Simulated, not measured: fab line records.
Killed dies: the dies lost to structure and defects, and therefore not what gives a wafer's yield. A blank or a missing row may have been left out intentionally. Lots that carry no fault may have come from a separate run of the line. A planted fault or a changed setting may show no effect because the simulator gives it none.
A lot that was struck, set against a sound lot :: flow nandHarc :: 39 steps out of a route of 1302
Sound: the wafers L594.1, L594.4, L594.5. Struck: wafers L602.1, L602.3. Last of all comes the cause.
Each step with rows lists, per side, the tool, then ch with its chambers, then its first start. Under that, the readings that differ: sound wafers :: struck wafers :: difference of the means :: sigmas: that difference in standard deviations of wafers without a fault.
alike: readings whose means differ by less than 2 such deviations, and words and numbers that are the same on both sides. not compared: withheld readings, readings that some wafer has no value for, bounds like >300 that may hide the same value, and numbers for which the record gives no deviation and whose values overlap.
A row with sigmas, a row that says differs or no value, or rows on one side alone: a step with any of these is where the two part. When numbers do not overlap yet have no deviation, they are printed without sigmas and do not part them. Lack of a reading on every wafer of one side parts them only where that side has two or more wafers.

first, 6 steps without rows for these wafers: NHARC_A_CONTACT_ETCH_76 (etches the open film in N2/H2, target depth 260 nm, time 475.3 s); NHARC_A_CONTACT_ETCH_77 (etches the open film in CF4/CHF3, target depth 108.9 nm, time 54.5 s); NHARC_A_CONTACT_ETCH_78 (etches the open film in O2/COS, target depth 5300 nm, time 1378 s); NHARC_A_CONTACT_ETCH_124 (etches the open film in C4F8/O2/Ar, time 140 s, target depth 700 nm); NHARC_A_CONTACT_ETCH_125 (etches the open film in C4F8/O2/Ar, time 197 s, target depth 1918 nm); NHARC_A_CONTACT_ETCH_126 (etches the open film in C4F8/O2/Ar, time 197 s, target depth 1918 nm).
NHARC_A_CONTACT_ETCH_127: etches the open film in C4F8/O2/Ar, time 197 s, target depth 1918 nm.
  sound on harCapEtch-03 ch 0,1, day 22 08:52; struck on harCapEtch-02 ch 1, day 25 19:13
  alike: oesAirLineAu
  not compared: rfHoursCounterH
then, 1 step without rows for these wafers: NHARC_A_CONTACT_ETCH_128 (etches the open film in C4F8/O2/Ar, time 197 s, target depth 1918 nm).
NHARC_A_CONTACT_ETCH_129: etches the open film in C4F8/O2/Ar, time 197 s, target depth 1918 nm.
  sound on harCapEtch-03 ch 0,1, day 22 09:13; struck on harCapEtch-02 ch 1, day 25 19:34
  alike: oesAirLineAu
  not compared: rfHoursCounterH
NHARC_A_CONTACT_ETCH_130: etches the open film in C4F8/O2/Ar, time 197 s, target depth 1918 nm.
  sound on harCapEtch-03 ch 0,1, day 22 09:23; struck on harCapEtch-02 ch 1, day 25 19:44
  alike: oesAirLineAu
  not compared: rfHoursCounterH
NHARC_A_CONTACT_ETCH_131: etches the open film in C4F8/O2/Ar, time 197 s, target depth 1918 nm.
  sound on harCapEtch-03 ch 0,1, day 22 09:34; struck on harCapEtch-02 ch 1, day 25 19:55
  alike: oesAirLineAu
  not compared: rfHoursCounterH
then, 1 step without rows for these wafers: NHARC_A_CONTACT_ETCH_132 (etches the open film in C4F8/O2/Ar, time 197 s, target depth 1924 nm).
NHARC_A_CONTACT_ETCH_133: etches the open film in C4F8/O2/Ar, time 374 s, target depth 1610 nm.
  sound on harCapEtch-03 ch 0,1, day 22 09:58; struck on harCapEtch-02 ch 1, day 25 20:19
  alike: oesAirLineAu
  not compared: rfHoursCounterH
then, 2 steps without rows for these wafers: NHARC_A_CONTACT_ETCH_91 (etches the open film in CH3F/O2, target depth 40 nm, time 85.7 s); NHARC_A_CONTACT_ETCH_97 (etches the open film in C4F6/O2, target depth 20 nm, time 10 s).
NHARC_A_CONTACT_CD_MEAS_80:
  sound on cdSem-02 at day 22 10:55; struck on cdSem-02 at day 25 21:16
  alike: cdNm
then, 18 steps without rows for these wafers: NHARC_A_CONTACT_STRIP_103 (strips in N2/H2); NHARC_A_CONTACT_STRIP_104 (strips in CF4/CHF3); NHARC_A_CONTACT_STRIP_105 (strips in O2/COS); NHARC_A_CONTACT_ETCH_106 (etches the open film in CF4/O2, target depth 90 nm, overetch 9 nm, time 49.5 s); NHARC_A_CONTACT_STRIP_82 (strips in O2); NHARC_A_CONTACT_STRIP_83 (strips in post etch residue remover, time 600 s); NHARC_A_CONTACT_DEP_84 (deposits aC, target thk 2800 nm); NHARC_A_CONTACT_DEP_85 (deposits SiON, target thk 60 nm); NHARC_A_CONTACT_DEHYDRATE_00 (time 120 s); NHARC_A_CONTACT_HMDS_01 (time 30 s); NHARC_A_CONTACT_COAT_86 (time 75 s); NHARC_A_CONTACT_COAT_87 (time 65 s); NHARC_A_CONTACT_COAT_02 (resist thk 90 nm); NHARC_A_CONTACT_SOFTBAKE_03 (time 55 s); NHARC_A_CONTACT_EBR_04; NHARC_A_CONTACT_EXPOSE_05 (exposes mask A CC); NHARC_A_CONTACT_PEB_06 (peb time 65 s); NHARC_A_CONTACT_DEVELOP_07 (develop time 35 s).
NHARC_A_CONTACT_CD_MEAS_08: the cd target is 200 nm.
  sound on cdSem-01 ch 0, day 22 14:55; struck on cdSem-01 ch 0, day 26 00:43
  alike: cdNm
NHARC_A_CONTACT_OVL_MEAS_09:
  sound on overlay-01 at day 22 15:00; struck on overlay-02 at day 26 00:49
  alike: overlayXNm, overlayYNm
NHARC_A_CONTACT_DESCUM_13: chemistry O2, time 3 s.
  sound on rieDiel-09 ch 1,3, day 22 15:06; struck on rieDiel-02 ch 0,1, day 26 04:52
reading: hold
sound: - - -
struck: awaitDispo/3.5h/release awaitDispo/3.5h/release
difference: no value on the sound wafers
sigmas: 

reading: rfVppV (V)
sound: 58.7 57.5 58.3
struck: 56.5 56.0
difference: -1.9
sigmas: -2
  alike: drypumpMotorCurrentA, oesProductAu, showerheadPlenumPTorr, throttleValvePct
  not compared: rfHoursCounterH
NHARC_A_CONTACT_ETCH_88: etches the open film in CF4, target depth 39 nm, time 65 s.
  sound on rieDiel-09 ch 0,2, day 22 15:12; struck on rieDiel-02 ch 0,3, day 26 05:06
  alike: drypumpMotorCurrentA, oesProductAu, rfVppV, showerheadPlenumPTorr, throttleValvePct
  not compared: rfHoursCounterH
-- break in the record here, with 2 days between the starts of the struck wafers on either side (left off in module A_CONTACT, picked up again in module END, where the first step shown is number 1302 on the route) --
NHARC_END_SORT_01:
  sound on prober-02 ch 0, day 24 14:37; struck on prober-01 ch 0, day 28 12:47
reading: killedAtArray
sound: 64 60 66
struck: 139 142
difference: +77
sigmas: +5

reading: killedDies
sound: 67 67 69
struck: 142 143
difference: +75
sigmas: +5
  alike: killedAtOther, killedAtPeriphery, killedOpen, killedShort

## WHERE THEY PART
Last at NHARC_END_SORT_01 as far as this record goes, first at NHARC_A_CONTACT_DESCUM_13.

WHY: whatever the simulator had introduced
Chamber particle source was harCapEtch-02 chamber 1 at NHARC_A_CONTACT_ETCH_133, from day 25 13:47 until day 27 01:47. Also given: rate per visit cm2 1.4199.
